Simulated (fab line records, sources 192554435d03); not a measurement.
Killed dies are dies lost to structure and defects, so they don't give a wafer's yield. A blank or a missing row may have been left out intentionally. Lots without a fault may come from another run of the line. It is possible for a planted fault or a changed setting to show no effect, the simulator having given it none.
fab line records	flow n5Finfet	part 1 of 2: steps 1 to 25 of 32
record lots=5	wafers=15	lastDay=20
route steps=1938 shown BEOL_M12@1607
lots with no fault: from the same line, run without faults
startH: start of the lot's first displayed wafer, in hours after the record's first day	waitH: hours since the lot's step before	" as in the row above	L1.1+2: a single row standing in for several wafers	- no value, or no start was given	* or withheld: withheld	< > ~ a bound
route shown NAME@n: names a module that has steps shown in the file, with the first one's number in the route	usual: mean/standard deviation of fault-free wafers	same: alike in all rows	chamber/n: place in a boat	sites: the reading at each site	_std_site: standard deviation of those values	_edge_site: the outer-site mean with the inner-site mean subtracted	radiusMm: how far each site lies from the wafer's centre	mask NAME#n: copy n	behind: the last tool/chamber to shape the wafer	hold: why the lot was held/for how many hours/how that ended	device: names the non-switching transistor (n, p or np)	end of line: tests run on the same wafers once the route is complete	a step without rows: its recipe alone	killed: at the first sort, the dies lost to defects and structure; wafer yield is something else	map: per-die view of a wafer (x killed, . not killed, _ where there is no die)
set.NAME: the run value of the setting; set.NAME@STEP: its run value at that earlier step	model.NAME: the simulator's own value behind a step, which no gauge read
lots at selected steps of the route; one table per step, one row per wafer
services: a tool's chamber out of use, with start hour (startH, from the record's first day; less than 0 if before it), hours out, and reason
## steps
# step N5_BEOL_M12_SOFTBAKE_05
# recipe tempC=130	timeS=60
# usual heaterPowerTotalW=218.8/1.6
lot.wafer	tool	chamber	startH	waitH	heaterPowerTotalW
L076.1	lithoTrack-03	0	-	-	220.8
L076.4	"	0	"	"	220.4
L076.6	"	0	"	"	218.7
L080.1	lithoTrack-05	0	-	-	218.6
L080.2	"	0	"	"	217.0
L080.5	"	0	"	"	220.3
L088.3	lithoTrack-03	0	-	-	221.1
L088.5	"	0	"	"	221.0
L088.6	"	0	"	"	220.7
L095.2	lithoTrack-03	0	-	-	220.7
L095.3	"	0	"	"	218.0
L095.6	"	0	"	"	217.0
L096.2	lithoTrack-03	0	-	-	217.8
L096.3	"	0	"	"	220.7
L096.5	"	0	"	"	216.8
# step N5_BEOL_M12_EXPOSE_07
# recipe maskId=V11	na=0.93	sourceShape=conventional	sigmaOuter=0.6	polarization=unpolarized	attpsmPhaseDeg=180	doseMj=32.5
# same na=0.93
lot.wafer	tool	chamber	startH	waitH	mask
L076.1+4+6	krfScanner-01	0	292.13	-	V11#0
L080.1+2+5	krfScanner-02	0	308.57	-	V11#0
L088.3+5+6	krfScanner-02	0	376.64	-	V11#0
L095.2+3+6	krfScanner-02	0	418.02	-	V11#0
L096.2+3+5	krfScanner-02	0	437.61	-	V11#0
# step N5_BEOL_M12_PEB_08
# recipe pebTempC=130	pebTimeS=90
# usual heaterPowerTotalW=172.5/0.8
lot.wafer	tool	chamber	startH	waitH	heaterPowerTotalW
L076.1	lithoTrack-03	0	292.19	0.1	173.7
L076.4	"	0	"	"	173.7
L076.6	"	0	"	"	172.6
L080.1	lithoTrack-05	0	308.62	0.1	171.0
L080.2	"	0	"	"	172.4
L080.5	"	0	"	"	171.7
L088.3	lithoTrack-05	0	376.68	0.0	173.2
L088.5	"	0	"	"	173.5
L088.6	"	0	"	"	173.2
L095.2	lithoTrack-03	0	418.07	0.0	172.8
L095.3	"	0	"	"	171.0
L095.6	"	0	"	"	172.9
L096.2	lithoTrack-03	0	437.66	0.0	173.3
L096.3	"	0	"	"	173.3
L096.5	"	0	"	"	172.7
# step N5_BEOL_M12_DEVELOP_09
# recipe developTimeS=45	rinseLiquid=diw	dry=airSpin	devTempC=21
lot.wafer	tool	chamber	startH	waitH
L076.1+4+6	lithoTrack-03	0	-	-
L080.1+2+5	lithoTrack-05	0	-	-
L088.3+5+6	lithoTrack-05	0	-	-
L095.2+3+6	lithoTrack-03	0	-	-
L096.2+3+5	lithoTrack-03	0	-	-
# step N5_BEOL_M12_HARDBAKE_14
# recipe tempC=130	timeS=120
# usual heaterPowerTotalW=148.2/0.88
lot.wafer	tool	chamber	startH	waitH	heaterPowerTotalW
L076.1	lithoTrack-03	0	-	-	146.6
L076.4	"	0	"	"	149.1
L076.6	"	0	"	"	148.2
L080.1	lithoTrack-05	0	-	-	148.3
L080.2	"	0	"	"	148.7
L080.5	"	0	"	"	147.5
L088.3	lithoTrack-05	0	-	-	146.6
L088.5	"	0	"	"	147.5
L088.6	"	0	"	"	147.7
L095.2	lithoTrack-03	0	-	-	149.2
L095.3	"	0	"	"	147.4
L095.6	"	0	"	"	149.2
L096.2	lithoTrack-03	0	-	-	149.4
L096.3	"	0	"	"	147.5
L096.5	"	0	"	"	149.2
# step N5_BEOL_M12_CD_MEAS_10
# recipe targetCdNm=140	landingEnergyEv=500	detector=seInlens	polarity=opening
# usual cdNm=140.3/1.3
lot.wafer	tool	chamber	startH	waitH	cdNm
L076.1	cdSem-02	0	292.30	-	140.4
L076.4	"	0	"	"	140.3
L076.6	"	0	"	"	140.2
L080.1	cdSem-03	0	308.74	-	140.3
L080.2	"	0	"	"	138.8
L080.5	"	0	"	"	139.8
L088.3	cdSem-03	0	376.80	-	140.6
L088.5	"	0	"	"	141.4
L088.6	"	0	"	"	138.9
L095.2	cdSem-01	0	418.18	-	141.4
L095.3	"	0	"	"	140.4
L095.6	"	0	"	"	140.9
L096.2	cdSem-01	0	437.77	-	140.7
L096.3	"	0	"	"	138.5
L096.5	"	0	"	"	140.9
# step N5_BEOL_M12_OVL_MEAS_11
# recipe pointsPerWafer=44
# usual V11_OVL=-3/5.5
lot.wafer	tool	chamber	startH	waitH	V11_OVL[nm]
L076.1	overlay-01	0	292.33	0.0	-2
L076.4	"	0	"	"	-7
L076.6	"	0	"	"	-10
L080.1	overlay-01	0	308.77	0.0	-6
L080.2	"	0	"	"	-1
L080.5	"	0	"	"	-12
L088.3	overlay-02	0	376.83	0.0	-7
L088.5	"	0	"	"	-16
L088.6	"	0	"	"	1
L095.2	overlay-01	0	418.21	0.0	-2
L095.3	"	0	"	"	0
L095.6	"	0	"	"	-3
L096.2	overlay-01	0	437.80	0.0	-2
L096.3	"	0	"	"	-3
L096.5	"	0	"	"	2
# step N5_BEOL_M12_INSPECT_12
# recipe mode=adi	inspectInstrument=macro
# usual rawDefectCount=1.8/1.4
lot.wafer	tool	chamber	startH	waitH	rawDefectCount
L076.1	defectInspect-02	-	292.36	0.0	3
L076.4	"	-	"	"	0
L076.6	"	-	"	"	1
L080.1	defectInspect-01	-	308.79	0.0	0
L080.2	"	-	"	"	4
L080.5	"	-	"	"	2
L088.3	defectInspect-01	-	376.85	0.0	0
L088.5	"	-	"	"	2
L088.6	"	-	"	"	3
L095.2	defectInspect-01	-	418.24	0.0	3
L095.3	"	-	"	"	0
L095.6	"	-	"	"	1
L096.2	defectInspect-02	-	437.83	0.0	2
L096.3	"	-	"	"	1
L096.5	"	-	"	"	1
# step N5_BEOL_M12_DESCUM_15
# recipe chemistry=O2	timeS=7.9	sourcePowerW=50	biasPowerW=20	pressureMtorr=20	rfFrequencyHz=2.712e+07	tempC=40	o2FlowSccm=225
# usual drypumpMotorCurrentA=5.52/0.22	oesProductAu=0.78/0.086	rfVppV=243.0/1.4	showerheadPlenumPTorr=2.08/0.076	throttleValvePct=20.41/0.25
lot.wafer	tool	chamber	startH	waitH	drypumpMotorCurrentA	oesProductAu	rfHoursCounterH	rfVppV	showerheadPlenumPTorr	throttleValvePct
L076.1	rieDiel-03	2	292.47	0.1	5.60	0.71	182	241.2	1.90	20.44
L076.4	"	3	"	"	5.34	0.82	-	241.8	2.12	20.76
L076.6	"	2	"	"	5.60	0.71	-	241.5	1.90	20.43
L080.1	rieDiel-05	2	309.06	0.3	5.88	0.69	243	242.0	2.06	20.36
L080.2	"	1	"	"	5.57	0.87	41	244.5	2.14	20.41
L080.5	"	2	"	"	5.93	0.69	-	243.1	2.06	20.36
L088.3	rieDiel-03	2	376.91	0.1	5.60	0.70	213	240.5	1.89	20.48
L088.5	"	0	"	"	5.46	0.69	-	243.1	2.07	20.49
L088.6	"	2	"	"	5.60	0.70	-	241.9	1.89	20.46
L095.2	rieDiel-06	2	418.50	0.3	5.29	0.97	11	240.9	2.06	19.96
L095.3	"	1	"	"	5.86	0.71	178	241.9	2.08	20.06
L095.6	"	0	"	"	5.53	0.93	-	244.7	2.23	20.38
L096.2	rieDiel-05	3	437.86	0.0	5.61	0.79	127	243.1	2.10	20.45
L096.3	"	1	"	"	5.52	0.82	81	244.4	2.12	20.49
L096.5	"	3	"	"	5.59	0.79	-	242.7	2.10	20.43
# step N5_BEOL_M12_ETCH_59
# recipe chemistry=N2/H2	target=BARC	targetDepthA=890	overetchA=267	timeS=67.9	ionEnergyEv=200	pressureMtorr=30	sourceW=840	biasW=150	n2FlowSccm=200	h2FlowSccm=200
# usual drypumpMotorCurrentA=5.53/0.22	oesProductAu=0.67/0.07	rfVppV=523.4/2.6	showerheadPlenumPTorr=2.53/0.088	throttleValvePct=17.86/0.22
lot.wafer	tool	chamber	startH	waitH	drypumpMotorCurrentA	oesProductAu	rfHoursCounterH	rfVppV	showerheadPlenumPTorr	throttleValvePct
L076.1	rieDiel-03	2	292.51	0.0	5.61	0.62	182	518.6	2.32	17.93
L076.4	"	3	"	"	5.30	0.70	-	522.8	2.57	18.11
L076.6	"	2	"	"	5.59	0.62	-	516.2	2.32	17.93
L080.1	rieDiel-05	2	309.10	0.0	5.92	0.60	243	524.0	2.50	17.78
L080.2	"	1	"	"	5.53	0.74	41	525.6	2.59	17.87
L080.5	"	2	"	"	5.93	0.59	-	523.5	2.50	17.79
L088.3	rieDiel-03	2	376.94	0.0	5.61	0.60	213	517.4	2.31	17.99
L088.5	"	0	"	"	5.45	0.60	-	523.8	2.52	17.91
L088.6	"	2	"	"	5.60	0.60	-	516.4	2.31	17.98
L095.2	rieDiel-06	2	418.54	0.0	5.29	0.82	11	521.6	2.50	17.40
L095.3	"	1	"	"	5.87	0.61	178	524.4	2.53	17.67
L095.6	"	0	"	"	5.57	0.79	-	528.4	2.70	17.74
L096.2	rieDiel-05	3	437.90	0.0	5.61	0.68	127	525.6	2.55	17.85
L096.3	"	1	"	"	5.56	0.70	81	525.0	2.57	17.93
L096.5	"	3	"	"	5.60	0.67	-	523.1	2.55	17.85
# step N5_BEOL_M12_VIA_ETCH_16
# recipe chemistry=C4F8/O2/Ar	target=SiOC	pressureMtorr=30	sourceW=3000	biasW=700	Ar_flow_sccm=400	C4F8_flow_sccm=15	O2_flow_sccm=8	heInnerTorr=15	heOuterTorr=30	targetDepthA=7248	timeS=withheld	ionEnergyEv=250	ends=cleared
# usual drypumpMotorCurrentA=5.53/0.22	oesProductAu=0.70/0.077	rfVppV=665/3.3	showerheadPlenumPTorr=3.40/0.11	throttleValvePct=24.18/0.22
lot.wafer	tool	chamber	startH	waitH	drypumpMotorCurrentA	oesProductAu	rfVppV	showerheadPlenumPTorr	throttleValvePct
L076.1	rieDiel-03	2	292.56	0.0	5.62	0.65	658	3.14	24.26
L076.4	"	3	"	"	5.33	0.74	669	3.44	24.45
L076.6	"	2	"	"	5.61	0.66	658	3.14	24.26
L080.1	rieDiel-05	2	309.15	0.0	5.89	0.62	664	3.38	24.12
L080.2	"	1	"	"	5.58	0.80	666	3.47	24.13
L080.5	"	2	"	"	5.92	0.62	664	3.38	24.14
L088.3	rieDiel-03	2	377.00	0.0	5.60	0.63	658	3.13	24.29
L088.5	"	0	"	"	5.46	0.62	665	3.38	24.23
L088.6	"	2	"	"	5.62	0.63	657	3.13	24.31
L095.2	rieDiel-06	2	418.59	0.0	5.27	0.87	663	3.36	23.76
L095.3	"	1	"	"	5.88	0.64	665	3.42	23.93
L095.6	"	0	"	"	5.54	0.83	672	3.62	24.16
L096.2	rieDiel-05	3	437.95	0.0	5.60	0.71	666	3.43	24.17
L096.3	"	1	"	"	5.59	0.74	667	3.45	24.20
L096.5	"	3	"	"	5.60	0.71	667	3.43	24.16
# step N5_BEOL_M12_STRIP_63
# recipe chemistry=N2/H2	powerW=1000	tempC=250	h2Frac=0.65	overashFraction=0.3	pressureMtorr=1000	n2FlowSccm=1750	h2FlowSccm=3250
# usual drypumpMotorCurrentA=5.5/0.65	heaterPowerW=322/44	oesProductAu=0.693/0.0048	stripTimeToEndpointS=42.5/0.71
lot.wafer	tool	chamber	startH	waitH	drypumpMotorCurrentA	heaterPowerW	oesProductAu	rfHoursCounterH	stripTimeToEndpointS
L076.1	plasmaAsher-01	1	292.86	-	4.7	343	0.684	96	43.0
L076.4	"	0	"	"	5.8	291	0.696	-	42.5
L076.6	"	0	"	"	5.8	292	0.698	-	42.0
L080.1	plasmaAsher-01	0	309.35	-	5.8	297	0.689	103	43.8
L080.2	"	1	"	"	4.7	335	0.693	103	42.8
L080.5	"	1	"	"	4.7	341	0.696	-	42.3
L088.3	plasmaAsher-01	0	377.22	-	5.8	283	0.687	-	43.4
L088.5	"	0	"	"	5.8	280	0.682	-	42.1
L088.6	"	1	"	"	4.8	343	0.696	-	42.2
L095.2	plasmaAsher-02	1	418.79	-	6.5	411	0.689	132	42.2
L095.3	"	1	"	"	6.5	410	0.699	-	42.3
L095.6	"	1	"	"	6.5	409	0.685	-	41.3
L096.2	plasmaAsher-01	0	438.15	-	5.8	279	0.693	129	42.9
L096.3	"	1	"	"	4.7	342	0.691	-	42.1
L096.5	"	0	"	"	5.8	289	0.693	-	41.3
# step N5_BEOL_M12_STRIP_64
# recipe chemistry=N2/H2	powerW=1000	tempC=250	h2Frac=0.65	overashFraction=0.3	pressureMtorr=withheld	n2FlowSccm=1750	h2FlowSccm=3250
# usual drypumpMotorCurrentA=5.5/0.65	heaterPowerW=322/45	oesProductAu=0.714/0.0043	stripTimeToEndpointS=31.29/0.067
lot.wafer	tool	chamber	startH	waitH	drypumpMotorCurrentA	heaterPowerW	oesProductAu	rfHoursCounterH	stripTimeToEndpointS
L076.1	plasmaAsher-01	1	292.92	0.0	4.8	341	0.717	96	31.38
L076.4	"	0	"	"	5.8	286	0.715	-	31.41
L076.6	"	0	"	"	5.8	281	0.715	-	31.43
L080.1	plasmaAsher-01	0	309.41	0.0	5.8	284	0.719	103	31.37
L080.2	"	1	"	"	4.7	336	0.710	103	31.33
L080.5	"	1	"	"	4.7	339	0.717	-	31.32
L088.3	plasmaAsher-01	0	377.28	0.0	5.8	282	0.705	-	31.25
L088.5	"	0	"	"	5.8	288	0.713	-	31.35
L088.6	"	1	"	"	4.7	350	0.716	-	31.28
L095.2	plasmaAsher-02	1	418.85	0.0	6.5	412	0.716	132	31.39
L095.3	"	1	"	"	6.5	417	0.713	-	31.28
L095.6	"	1	"	"	6.5	420	0.710	-	31.30
L096.2	plasmaAsher-01	0	438.21	0.0	5.8	287	0.715	130	31.39
L096.3	"	1	"	"	4.7	339	0.714	-	31.34
L096.5	"	0	"	"	5.8	288	0.711	-	31.47
# step N5_BEOL_M12_STRIP_71
# recipe chemistry=postEtchResidueRemover	timeS=60	tempC=25	removerPh=withheld	removerWaterWtPct=withheld	removerFluorideWtPct=withheld
lot.wafer	tool	chamber	startH	waitH
L076.1+4+6	wetBench-05	5,7,2	293.04	0.1
L080.1+2+5	wetBench-01	1,0,2	309.50	0.1
L088.3+5+6	wetBench-05	2,5,6	377.34	0.0
L095.2+3+6	wetBench-05	0,2,7	418.93	0.1
L096.2+3+5	wetBench-01	1,6,2	438.29	0.1
# step N5_BEOL_M12_SRD_72
# recipe timeS=30	tempC=23	rinseLiquid=diw	dry=n2Spin	spinRpm=1500	dryTimeS=30
# usual doSupplyPpb=10.00/0.1
lot.wafer	tool	chamber	startH	waitH	doSupplyPpb
L076.1	wetBench-05	5	293.06	0.0	9.99
L076.4	"	7	"	"	10.08
L076.6	"	2	"	"	10.00
L080.1	wetBench-01	1	309.52	0.0	9.92
L080.2	"	0	"	"	9.95
L080.5	"	2	"	"	9.82
L088.3	wetBench-05	2	377.36	0.0	9.95
L088.5	"	5	"	"	10.03
L088.6	"	6	"	"	10.04
L095.2	wetBench-05	0	418.95	0.0	10.03
L095.3	"	2	"	"	9.87
L095.6	"	7	"	"	10.12
L096.2	wetBench-01	1	438.31	0.0	9.84
L096.3	"	6	"	"	10.29
L096.5	"	2	"	"	10.17
# step N5_BEOL_M12_CD_MEAS_17
# recipe targetCdNm=140	polarity=opening
# usual cdNm=140.6/1.5
lot.wafer	tool	chamber	startH	waitH	cdNm
L076.1	cdSem-03	-	293.10	0.0	142.5
L076.4	"	-	"	"	141.2
L076.6	"	-	"	"	141.1
L080.1	cdSem-01	-	309.56	0.0	139.3
L080.2	"	-	"	"	139.1
L080.5	"	-	"	"	138.5
L088.3	cdSem-01	-	377.41	0.0	140.4
L088.5	"	-	"	"	142.1
L088.6	"	-	"	"	138.4
L095.2	cdSem-03	-	418.99	0.0	142.1
L095.3	"	-	"	"	139.7
L095.6	"	-	"	"	141.4
L096.2	cdSem-03	-	438.36	0.0	140.6
L096.3	"	-	"	"	139.8
L096.5	"	-	"	"	141.0
# step N5_BEOL_M12_COAT_65
# recipe resist=SOC	tempC=250	timeS=60	spinRpm=1500	resistThkNm=300
# usual heaterPowerTotalW=500.4/1.8
lot.wafer	tool	chamber	startH	waitH	heaterPowerTotalW
L076.1	lithoTrack-03	0	293.14	0.0	501.4
L076.4	"	0	"	"	501.3
L076.6	"	0	"	"	499.6
L080.1	lithoTrack-03	0	309.59	0.0	502.3
L080.2	"	0	"	"	497.6
L080.5	"	0	"	"	500.0
L088.3	lithoTrack-02	0	377.44	0.0	501.0
L088.5	"	0	"	"	501.6
L088.6	"	0	"	"	500.7
L095.2	lithoTrack-05	0	419.03	0.0	499.5
L095.3	"	0	"	"	500.1
L095.6	"	0	"	"	503.4
L096.2	lithoTrack-05	0	438.39	0.0	498.7
L096.3	"	0	"	"	501.8
L096.5	"	0	"	"	497.6
# step N5_BEOL_M12_COAT_66
# recipe resist=SiARC	tempC=220	timeS=60	spinRpm=1500	resistThkNm=110
# usual heaterPowerTotalW=427.6/2.1
lot.wafer	tool	chamber	startH	waitH	heaterPowerTotalW
L076.1	lithoTrack-03	0	-	-	425.3
L076.4	"	0	"	"	430.9
L076.6	"	0	"	"	428.3
L080.1	lithoTrack-03	0	-	-	427.3
L080.2	"	0	"	"	427.2
L080.5	"	0	"	"	428.7
L088.3	lithoTrack-02	0	-	-	427.5
L088.5	"	0	"	"	426.3
L088.6	"	0	"	"	426.6
L095.2	lithoTrack-05	0	-	-	425.5
L095.3	"	0	"	"	424.6
L095.6	"	0	"	"	426.1
L096.2	lithoTrack-05	0	-	-	425.7
L096.3	"	0	"	"	424.6
L096.5	"	0	"	"	430.7
# step N5_BEOL_M12_COAT_22
# recipe spinRpm=2888	resistThkNm=300
lot.wafer	tool	chamber	startH	waitH
L076.1+4+6	lithoTrack-03	0	-	-
L080.1+2+5	lithoTrack-03	0	-	-
L088.3+5+6	lithoTrack-02	0	-	-
L095.2+3+6	lithoTrack-05	0	-	-
L096.2+3+5	lithoTrack-05	0	-	-
# step N5_BEOL_M12_EBR_24
# recipe solvent=PGMEA	ebrWidthMm=1.5
lot.wafer	tool	chamber	startH	waitH
L076.1+4+6	lithoTrack-03	0	-	-
L080.1+2+5	lithoTrack-03	0	-	-
L088.3+5+6	lithoTrack-02	0	-	-
L095.2+3+6	lithoTrack-05	0	-	-
L096.2+3+5	lithoTrack-05	0	-	-
# step N5_BEOL_M12_SOFTBAKE_23
# recipe tempC=130	timeS=60
# usual heaterPowerTotalW=218.6/1.5
lot.wafer	tool	chamber	startH	waitH	heaterPowerTotalW
L076.1	lithoTrack-03	0	-	-	218.6
L076.4	"	0	"	"	220.9
L076.6	"	0	"	"	218.2
L080.1	lithoTrack-03	0	-	-	218.7
L080.2	"	0	"	"	216.9
L080.5	"	0	"	"	217.6
L088.3	lithoTrack-02	0	-	-	220.1
L088.5	"	0	"	"	216.4
L088.6	"	0	"	"	219.9
L095.2	lithoTrack-05	0	-	-	217.5
L095.3	"	0	"	"	216.9
L095.6	"	0	"	"	220.7
L096.2	lithoTrack-05	0	-	-	217.2
L096.3	"	0	"	"	219.0
L096.5	"	0	"	"	217.1
# step N5_BEOL_M12_EXPOSE_25
# recipe maskId=M12	na=0.93	sourceShape=conventional	sigmaOuter=0.4	polarization=unpolarized	doseMj=21.8
# same na=0.93
lot.wafer	tool	chamber	startH	waitH	mask
L076.1+4+6	krfScanner-01	0	293.38	-	M12#0
L080.1+2+5	krfScanner-01	0	309.71	-	M12#0
L088.3+5+6	krfScanner-02	0	377.69	-	M12#0
L095.2+3+6	krfScanner-01	0	419.15	-	M12#0
L096.2+3+5	krfScanner-02	0	438.64	-	M12#0
# step N5_BEOL_M12_PEB_26
# recipe pebTempC=130	pebTimeS=90
# usual heaterPowerTotalW=172.4/0.77
lot.wafer	tool	chamber	startH	waitH	heaterPowerTotalW
L076.1	lithoTrack-05	0	293.44	0.1	172.2
L076.4	"	0	"	"	172.1
L076.6	"	0	"	"	172.7
L080.1	lithoTrack-02	0	309.77	0.1	173.4
L080.2	"	0	"	"	172.1
L080.5	"	0	"	"	172.8
L088.3	lithoTrack-03	0	377.74	0.0	172.0
L088.5	"	0	"	"	172.0
L088.6	"	0	"	"	172.9
L095.2	lithoTrack-05	0	419.21	0.0	173.7
L095.3	"	0	"	"	173.1
L095.6	"	0	"	"	171.9
L096.2	lithoTrack-02	0	438.69	0.0	172.9
L096.3	"	0	"	"	172.4
L096.5	"	0	"	"	172.9
# step N5_BEOL_M12_DEVELOP_27
# recipe developTimeS=45	rinseLiquid=diw	dry=airSpin	devTempC=21
lot.wafer	tool	chamber	startH	waitH
L076.1+4+6	lithoTrack-05	0	-	-
L080.1+2+5	lithoTrack-02	0	-	-
L088.3+5+6	lithoTrack-03	0	-	-
L095.2+3+6	lithoTrack-05	0	-	-
L096.2+3+5	lithoTrack-02	0	-	-
# step N5_BEOL_M12_HARDBAKE_32
# recipe tempC=130	timeS=120
# usual heaterPowerTotalW=148.0/0.9
lot.wafer	tool	chamber	startH	waitH	heaterPowerTotalW
L076.1	lithoTrack-05	0	-	-	148.8
L076.4	"	0	"	"	149.3
L076.6	"	0	"	"	148.8
L080.1	lithoTrack-02	0	-	-	147.3
L080.2	"	0	"	"	147.9
L080.5	"	0	"	"	149.0
L088.3	lithoTrack-03	0	-	-	149.1
L088.5	"	0	"	"	148.9
L088.6	"	0	"	"	149.2
L095.2	lithoTrack-05	0	-	-	147.3
L095.3	"	0	"	"	147.7
L095.6	"	0	"	"	148.2
L096.2	lithoTrack-02	0	-	-	148.7
L096.3	"	0	"	"	146.3
L096.5	"	0	"	"	149.3
